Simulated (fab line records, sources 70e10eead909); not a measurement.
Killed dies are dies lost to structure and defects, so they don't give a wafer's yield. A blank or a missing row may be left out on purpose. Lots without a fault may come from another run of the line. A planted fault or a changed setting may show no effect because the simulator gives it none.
fab line records | flow nand_harc
record lots=5 wafers=15 last_day=24
route steps=1159 shown P_GATE@155
lots that met no fault: from a run of the same line without faults
start_h: hours from the record's first day to the start of the lot's first wafer shown | wait_h: hours since the lot's step before | " the same as in the row above | L1.1+2: a row that stands for several wafers | - no value, or no start given | * or withheld: withheld | < > ~ a bound
route shown NAME@n: a module of which the file shows steps, and the number in the route of the first | usual: mean/standard deviation of fault-free wafers | same: alike in all rows | chamber/n: place in a boat | sites: the reading at each site | _std_site: their standard deviation | _edge_site: outer sites' mean less inner sites' | radius_mm: how far each site lies from the wafer's centre | mask NAME#n: copy n | behind: the tool/chamber that last shaped the wafer | hold: why the lot was held/for how many hours/how that ended | device: the transistor (n, p or np) that didn't switch | end of line: the same wafers' tests at the end of the route | a step without rows: its recipe alone | killed: dies lost to structure and defects at the first sort, not the wafer's yield | map: a wafer's dies, x killed, . not, _ none there
set.NAME: the setting as run; set.NAME@STEP: as run at that earlier step | model.NAME: the simulator's own value behind a step, which no gauge read
lots at some steps of the route; a table a step, a row a wafer
services: from which hour (start_h, from the record's first day; less than 0 if before it) a tool's chamber was out of use, for how many hours, and why
## steps
# step NHARC_P_GATE_ALD_36
# recipe target_thk_a=200 pulse_time_s=60 ald_cycles=223 temp_c=400 material=SiNx
# usual heater_power_w=862/65 precursor_pulse_height_rel=0.997/0.02 susceptor_temp_C=399.97/0.24
# same ald_cycles=223
# columns lot.wafer tool chamber start_h wait_h heater_power_w precursor_pulse_height_rel susceptor_temp_C
L617.3 ald_sin-03 3 93.81 - 858 1.001 -
L617.4 " 0 94.84 - 797 1.012 -
L617.6 " 3 97.94 - 863 0.970 -
L622.1 ald_sin-04 2 123.36 - 917 1.010 400.25
L622.2 " 1 126.55 - 996 0.982 400.06
L622.6 " 3 128.67 - 846 1.030 400.13
L623.2 ald_sin-01 2 124.01 - 856 0.995 399.88
L623.3 " 3 125.07 - 880 1.020 400.09
L623.5 " 2 128.24 - 866 1.008 399.82
L631.4 ald_sin-04 2 172.35 - 912 0.992 400.27
L631.2 " 0 174.45 - 851 1.016 399.80
L631.6 " 3 177.59 - 861 0.991 400.14
L637.4 ald_sin-01 0 212.27 - 976 1.007 400.42
L637.5 " 2 214.39 - 890 1.024 400.00
L637.6 " 3 215.45 - 863 0.980 399.69
# step NHARC_P_GATE_ETCHBACK_37
# recipe target_depth_a=345 time_s=17.2 chf3_flow_sccm=50 o2_flow_sccm=10 ar_flow_sccm=200 rf_w=500 bias_w=200 chemistry=CHF3/O2
# usual drypump_motor_current_A=5.9/0.39 oes_product_au=0.96/0.037 rf_vpp_V=370.6/2.2 showerhead_plenum_p_Torr=2.40/0.089 throttle_valve_pct=20.572/0.0086
# columns lot.wafer tool chamber start_h wait_h drypump_motor_current_A oes_product_au rf_hours_counter_h rf_vpp_V showerhead_plenum_p_Torr throttle_valve_pct
L617.4 rie_diel-08 1 - - 6.5 1.00 22 375.0 2.54 20.575
L617.3 " 2 " " 5.8 0.93 30 366.7 2.26 20.580
L617.6 " 0 " " 5.8 0.93 - 370.9 2.40 20.575
L622.1 rie_diel-11 1 - - 6.1 1.01 30 369.5 2.39 20.567
L622.2 " 3 " " 6.6 1.01 29 373.7 2.47 20.562
L622.6 " 1 " " 6.1 1.00 - 371.6 2.39 20.570
L623.2 rie_diel-10 3 - - 5.7 0.99 51 372.5 2.47 20.567
L623.3 " 1 " " 5.2 0.99 49 368.2 2.30 20.568
L623.5 " 3 " " 5.7 0.99 - 373.2 2.47 20.564
L631.2 rie_diel-08 3 - - 5.6 1.01 7 370.7 2.41 20.572
L631.4 " 1 " " 6.5 1.01 8 373.5 2.53 20.560
L631.6 " 3 " " 5.6 1.01 - 370.2 2.41 20.564
L637.4 rie_diel-08 2 - - 5.8 0.92 14 367.6 2.25 20.561
L637.5 " 3 " " 5.6 0.93 - 370.4 2.40 20.580
L637.6 " 0 " " 5.8 0.92 - 370.1 2.39 20.566
# step NHARC_P_GATE_STRIP_101
# recipe time_s=20 o2_flow_sccm=500 ar_flow_sccm=0 bias_w=0 chemistry=O2
# usual drypump_motor_current_A=5.9/0.38 oes_product_au=1.005/0.0085 rf_vpp_V=57.7/0.91 showerhead_plenum_p_Torr=3.52/0.13 throttle_valve_pct=17.037/0.0094
# columns lot.wafer tool chamber start_h wait_h drypump_motor_current_A oes_product_au rf_hours_counter_h rf_vpp_V showerhead_plenum_p_Torr throttle_valve_pct
L617.3 rie_diel-08 0 103.31 0.1 5.8 1.010 31 58.6 3.52 17.030
L617.4 " 2 " " 5.8 0.995 30 58.9 3.32 17.034
L617.6 " 0 " " 5.7 1.015 - 57.0 3.52 17.031
L622.1 rie_diel-11 2 133.05 0.1 6.0 1.012 27 57.4 3.58 17.050
L622.2 " 3 " " 6.6 1.004 29 58.1 3.63 17.026
L622.6 " 0 " " 6.1 0.998 - 58.2 3.34 17.025
L623.3 rie_diel-10 1 133.70 0.1 5.2 0.993 49 58.2 3.38 17.036
L623.2 " 3 " " 5.7 0.999 51 57.3 3.62 17.035
L623.5 " 0 " " 5.7 1.010 - 57.1 3.55 17.031
L631.2 rie_diel-08 2 181.91 0.1 5.8 1.006 7 56.6 3.31 17.050
L631.4 " 0 " " 5.8 0.998 7 57.4 3.51 17.022
L631.6 " 2 " " 5.8 1.005 - 57.7 3.31 17.045
L637.4 rie_diel-08 1 219.81 0.1 6.5 1.004 14 58.5 3.72 17.038
L637.5 " 0 " " 5.8 0.974 - 56.0 3.51 17.040
L637.6 " 1 " " 6.5 1.003 - 59.3 3.72 17.030
# step NHARC_P_GATE_PRECLEAN_97
# recipe time_s=600 temp_c=120 chemistry=SPM
# step NHARC_P_GATE_SRD_98
# step NHARC_P_GATE_PRECLEAN_99
# recipe time_s=* temp_c=50 bath_age_min=0 chemistry=SC1
# step NHARC_P_GATE_SRD_100
# step NHARC_P_GATE_DEHYDRATE_38
# recipe temp_c=150 time_s=120
# step NHARC_P_GATE_HMDS_39
# recipe time_s=30
# step NHARC_P_GATE_COAT_40
# recipe spin_rpm=3000
# step NHARC_P_GATE_SOFTBAKE_41
# recipe temp_c=122 time_s=95
# step NHARC_P_GATE_EBR_42
# step NHARC_P_GATE_EXPOSE_43
# recipe na=0.6 target_cd_nm=720 dose_mj=14.81 mask_id=P_NSD
# columns lot.wafer tool chamber start_h wait_h mask
L617.3+4+6 krf_scanner-04 0 103.96 - P_NSD#0
L622.1+2+6 krf_scanner-01 0 133.82 - P_PSD#0
L623.2+3+5 krf_scanner-04 0 134.48 - P_NSD#0
L631.2+4+6 krf_scanner-01 0 182.68 - P_NSD#0
L637.4+5+6 krf_scanner-02 0 220.60 - P_NSD#0
# step NHARC_P_GATE_PEB_44
# recipe peb_temp_c=118 peb_time_s=85
# step NHARC_P_GATE_DEVELOP_45
# recipe time_s=70
# step NHARC_P_GATE_CD_MEAS_46
# recipe target_cd_nm=720 landing_energy_ev=500
# usual cd_nm=719.5/2
# columns lot.wafer tool chamber start_h wait_h cd_nm
L617.3 cd_sem-01 0 104.11 - 717.3
L617.4 " 0 " " 718.1
L617.6 " 0 " " 716.7
L622.1 cd_sem-03 0 133.98 - -
L622.2 " 0 " " -
L622.6 " 0 " " -
L623.2 cd_sem-01 0 134.64 - 721.9
L623.3 " 0 " " 717.3
L623.5 " 0 " " 717.2
L631.2 cd_sem-02 0 182.83 - 723.4
L631.4 " 0 " " 721.5
L631.6 " 0 " " 721.7
L637.4 cd_sem-01 0 220.74 - 720.0
L637.5 " 0 " " 719.1
L637.6 " 0 " " 722.2
# step NHARC_P_GATE_HARDBAKE_47
# recipe temp_c=125 time_s=80
## services
# columns tool chamber start_h hours kind
rie_diel-11 2 73.78 2.5 repair
rie_diel-08 0 79.47 - clean
rie_diel-08 1 79.47 - clean
rie_diel-08 2 79.47 - clean
rie_diel-08 3 79.47 - clean
rie_diel-10 - 80.33 0.1 repair
krf_scanner-01 - 84.00 4.0 pm
rie_diel-08 0 103.97 - clean
ald_sin-03 - 103.97 10.0 pm
rie_diel-08 - 124.82 9.0 pm
ald_sin-03 3 126.91 11.8 repair
rie_diel-11 1 139.03 2.7 repair
krf_scanner-04 - 141.88 4.0 pm
ald_sin-01 - 145.67 10.0 pm
rie_diel-08 2 165.39 1.7 repair
rie_diel-10 - 169.31 2.4 repair
rie_diel-10 - 176.51 9.0 pm
krf_scanner-02 - 184.54 10.1 repair
rie_diel-11 0 190.93 4.3 repair
rie_diel-10 0 205.61 9.2 repair
krf_scanner-02 - 210.00 4.0 pm
rie_diel-10 - 213.33 0.7 repair
krf_scanner-04 - 213.53 7.6 repair
rie_diel-11 1 216.08 4.8 repair
## key
first_sign step=NHARC_P_GATE_EXPOSE_43 reading=mask direction=changed
effect step=NHARC_P_GATE_CD_MEAS_46 reading=cd_nm direction=missing
met_at NHARC_P_GATE_EXPOSE_43
struck_wafers L622.1,L622.2,L622.6
later_rows_left_out L622.1,L622.2,L622.6
sort_left_out L622.1,L622.2,L622.6
tester_left_out L622
fault kind=wrong_mask tool=any chamber=- onset_h=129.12 steps=NHARC_P_GATE_EXPOSE_43 aux_copy=P_PSD#0 scope=struck_lots_only
# tester_left_out: of these lots the tester's yield and bins aren't shown, on N5 and GAA mostly nor the transistor test; their killed dies are dies lost to structure and defects alone, not to doping, threshold or leakage, so they don't give the yield
# sort_left_out: the simulated sort isn't trusted on such a fault, so these wafers' sort isn't shown, and their yield isn't known
# later_rows_left_out: the simulator's readings of these wafers behind a module that went badly wrong aren't trusted and aren't shown, but for the sort
